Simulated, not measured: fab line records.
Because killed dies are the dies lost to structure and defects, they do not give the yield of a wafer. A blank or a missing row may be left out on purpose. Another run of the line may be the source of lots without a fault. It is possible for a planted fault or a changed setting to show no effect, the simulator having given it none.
Matching of chambers / flow nandHarc / 4 sister chambers for NHARC_A_STAIRCASE_STRIP_476 on rieDiel-10
The step strips in O2, time 20 s. 14 wafers are shown with their chamber, then 7 later ones without.

WAFERS PAIRED WITH THEIR CHAMBERS
wafer=L076.1; chamber=0; drypumpMotorCurrentA (A)=6.1; showerheadPlenumPTorr (Torr)=3.49; oesProductAu (a.u.)=0.975
wafer=L076.2; chamber=3; drypumpMotorCurrentA (A)=5.0; showerheadPlenumPTorr (Torr)=3.78; oesProductAu (a.u.)=0.998
wafer=L076.3; chamber=1; drypumpMotorCurrentA (A)=5.7; showerheadPlenumPTorr (Torr)=3.57; oesProductAu (a.u.)=1.008
wafer=L076.4; chamber=2; drypumpMotorCurrentA (A)=6.6; showerheadPlenumPTorr (Torr)=3.79; oesProductAu (a.u.)=0.992
wafer=L076.5; chamber=3; drypumpMotorCurrentA (A)=5.0; showerheadPlenumPTorr (Torr)=3.78; oesProductAu (a.u.)=1.003
wafer=L076.6; chamber=2; drypumpMotorCurrentA (A)=6.6; showerheadPlenumPTorr (Torr)=3.79; oesProductAu (a.u.)=0.992
wafer=L082.1; chamber=2; drypumpMotorCurrentA (A)=6.6; showerheadPlenumPTorr (Torr)=3.78; oesProductAu (a.u.)=0.989
wafer=L082.3; chamber=0; drypumpMotorCurrentA (A)=6.1; showerheadPlenumPTorr (Torr)=3.48; oesProductAu (a.u.)=0.996
wafer=L082.5; chamber=1; drypumpMotorCurrentA (A)=5.8; showerheadPlenumPTorr (Torr)=3.57; oesProductAu (a.u.)=1.005
wafer=L086.1; chamber=3; drypumpMotorCurrentA (A)=5.0; showerheadPlenumPTorr (Torr)=3.77; oesProductAu (a.u.)=0.987
wafer=L086.3; chamber=1; drypumpMotorCurrentA (A)=5.8; showerheadPlenumPTorr (Torr)=3.56; oesProductAu (a.u.)=0.987
wafer=L086.6; chamber=3; drypumpMotorCurrentA (A)=5.0; showerheadPlenumPTorr (Torr)=3.77; oesProductAu (a.u.)=0.982
wafer=L090.2; chamber=0; drypumpMotorCurrentA (A)=6.1; showerheadPlenumPTorr (Torr)=3.47; oesProductAu (a.u.)=0.992
wafer=L090.5; chamber=2; drypumpMotorCurrentA (A)=6.6; showerheadPlenumPTorr (Torr)=3.77; oesProductAu (a.u.)=0.995

SIGNATURES (means of the wafers above)
reading=drypumpMotorCurrentA; chamber 0=6.100; chamber 1=5.767; chamber 2=6.600; chamber 3=5.000; scatter within a chamber=0.0258
reading=showerheadPlenumPTorr; chamber 0=3.4800; chamber 1=3.5667; chamber 2=3.7825; chamber 3=3.7750; scatter within a chamber=0.00801
reading=oesProductAu; chamber 0=0.98767; chamber 1=1.00000; chamber 2=0.99200; chamber 3=0.99250; scatter within a chamber=0.00898
Rule: a wafer's distance from a chamber is the root of the sum, over the readings, of the square of ((its reading less the chamber's mean) divided by the reading's scatter). If the next closest chamber is less than 2 further off than the closest, the wafer can't be placed; otherwise it belongs to the closest. How the scatter is found: for the shown wafers, subtract from each reading the mean of its chamber, square and add these, divide the total by (wafers less chambers), then take the root.

WAFERS WHOSE CHAMBER IS MISSING
wafer=L090.6; drypumpMotorCurrentA (A)=5.0; showerheadPlenumPTorr (Torr)=3.77; oesProductAu (a.u.)=0.982
wafer=L089.1; drypumpMotorCurrentA (A)=5.8; showerheadPlenumPTorr (Torr)=3.56; oesProductAu (a.u.)=1.014
wafer=L089.3; drypumpMotorCurrentA (A)=5.0; showerheadPlenumPTorr (Torr)=3.77; oesProductAu (a.u.)=0.987
wafer=L089.6; drypumpMotorCurrentA (A)=6.1; showerheadPlenumPTorr (Torr)=3.47; oesProductAu (a.u.)=1.005
wafer=L094.1; drypumpMotorCurrentA (A)=6.1; showerheadPlenumPTorr (Torr)=3.47; oesProductAu (a.u.)=1.011
wafer=L094.2; drypumpMotorCurrentA (A)=5.8; showerheadPlenumPTorr (Torr)=3.55; oesProductAu (a.u.)=1.012
wafer=L094.4; drypumpMotorCurrentA (A)=5.0; showerheadPlenumPTorr (Torr)=3.76; oesProductAu (a.u.)=0.982

EACH ONE'S CHAMBER
wafer=L090.6; from the rows above=3; in truth=3
wafer=L089.1; from the rows above=1; in truth=1
wafer=L089.3; from the rows above=3; in truth=3
wafer=L089.6; from the rows above=0; in truth=0
wafer=L094.1; from the rows above=0; in truth=0
wafer=L094.2; from the rows above=1; in truth=1
wafer=L094.4; from the rows above=3; in truth=3
Correctly placed: 7 of 7. Number that these rows cannot place: 0. Wrongly placed: 0.
